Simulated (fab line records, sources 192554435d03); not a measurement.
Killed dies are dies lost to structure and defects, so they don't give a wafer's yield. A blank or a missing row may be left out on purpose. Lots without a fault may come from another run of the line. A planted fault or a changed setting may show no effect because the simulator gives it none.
Chamber matching | flow n5_finfet | N5_BEOL_M7_ALD_77 on ald_metal-02: 3 sister chambers
The step deposits TaN, target thk 2 nm, pulse time 2 s, purge time 3 s. 33 wafers are shown with their chamber, then 12 later ones without.

WAFERS WITH THEIR CHAMBER
wafer  | chamber | heater_power_outer_w (W) | heater_power_w (W) | precursor_vessel_temp_c (C)
L075.1 | 2       | 228                      | 443                | 75.15
L075.5 | 2       | 224                      | 430                | 74.85
L075.6 | 1       | 240                      | 419                | 75.06
L074.2 | 1       | 240                      | 396                | 75.16
L074.5 | 3       | 199                      | 360                | 75.09
L074.6 | 2       | 219                      | 433                | 74.91
L076.1 | 2       | 221                      | 434                | 74.88
L076.4 | 3       | 201                      | 361                | 74.92
L076.5 | 2       | 217                      | 461                | 74.93
L077.1 | 3       | 200                      | 357                | 74.98
L077.2 | 2       | 224                      | 443                | 74.93
L077.5 | 1       | 241                      | 408                | 75.10
L078.1 | 1       | 238                      | 410                | 75.14
L078.2 | 3       | 197                      | 362                | 75.01
L078.4 | 3       | 192                      | 360                | 75.06
L082.1 | 2       | 220                      | 434                | 75.12
L082.4 | 1       | 233                      | 432                | 74.99
L082.5 | 3       | 193                      | 358                | 75.12
L084.2 | 3       | 199                      | 354                | 74.94
L084.3 | 1       | 234                      | 426                | 74.84
L084.4 | 1       | 238                      | 424                | 75.03
L087.1 | 2       | 222                      | 434                | 75.13
L087.3 | 1       | 238                      | 413                | 74.84
L087.4 | 3       | 199                      | 361                | 75.06
L091.2 | 2       | 219                      | 444                | 75.00
L091.4 | 3       | 197                      | 362                | 75.04
L091.6 | 2       | 219                      | 442                | 75.00
L092.2 | 3       | 198                      | 372                | 74.93
L092.3 | 1       | 234                      | 422                | 75.08
L092.6 | 3       | 200                      | 375                | 74.91
L093.1 | 2       | 221                      | 439                | 75.00
L093.2 | 1       | 243                      | 421                | 75.12
L093.5 | 2       | 220                      | 463                | 75.20

SIGNATURES (means of the wafers above)
reading                 | chamber 1 | chamber 2 | chamber 3 | scatter within a chamber
heater_power_outer_w    | 237.90    | 221.17    | 197.73    | 3.05
heater_power_w          | 417.10    | 441.67    | 362.00    | 9.32
precursor_vessel_temp_c | 75.0360   | 75.0083   | 75.0055   | 0.103
Rule: a wafer's distance from a chamber is the root of the sum, over the readings, of the square of ((its reading less the chamber's mean) divided by the reading's scatter). The wafer belongs to the nearest chamber; if the next one is less than 2 further off, it can't be placed. The scatter: the root of (the sum of the squares of (reading less its chamber's mean) over the shown wafers, divided by (wafers less chambers)).

WAFERS WITHOUT THEIR CHAMBER
wafer  | heater_power_outer_w (W) | heater_power_w (W) | precursor_vessel_temp_c (C)
L094.1 | 218                      | 447                | 75.03
L094.4 | 224                      | 429                | 75.05
L094.6 | 202                      | 353                | 75.05
L095.2 | 241                      | 420                | 75.10
L095.4 | 198                      | 351                | 75.29
L095.5 | 241                      | 415                | 75.17
L096.1 | 200                      | 357                | 75.05
L096.4 | 217                      | 451                | 74.76
L096.5 | 236                      | 421                | 74.97
L097.3 | 229                      | 420                | 74.99
L097.4 | 200                      | 358                | 74.96
L097.5 | 227                      | 441                | 75.17

WHICH CHAMBER EACH WENT THROUGH
wafer  | from the rows above     | in truth
L094.1 | 2                       | 2
L094.4 | 2                       | 2
L094.6 | 3                       | 3
L095.2 | 1                       | 1
L095.4 | 3                       | 3
L095.5 | 1                       | 1
L096.1 | 3                       | 3
L096.4 | 2                       | 2
L096.5 | 1                       | 1
L097.3 | can't be placed: 1 or 2 | 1
L097.4 | 3                       | 3
L097.5 | 2                       | 2
Placed correctly: 11 of 12. Can't be placed from these rows: 1 (the true chamber is among the candidates in 1). Placed wrongly: 0.
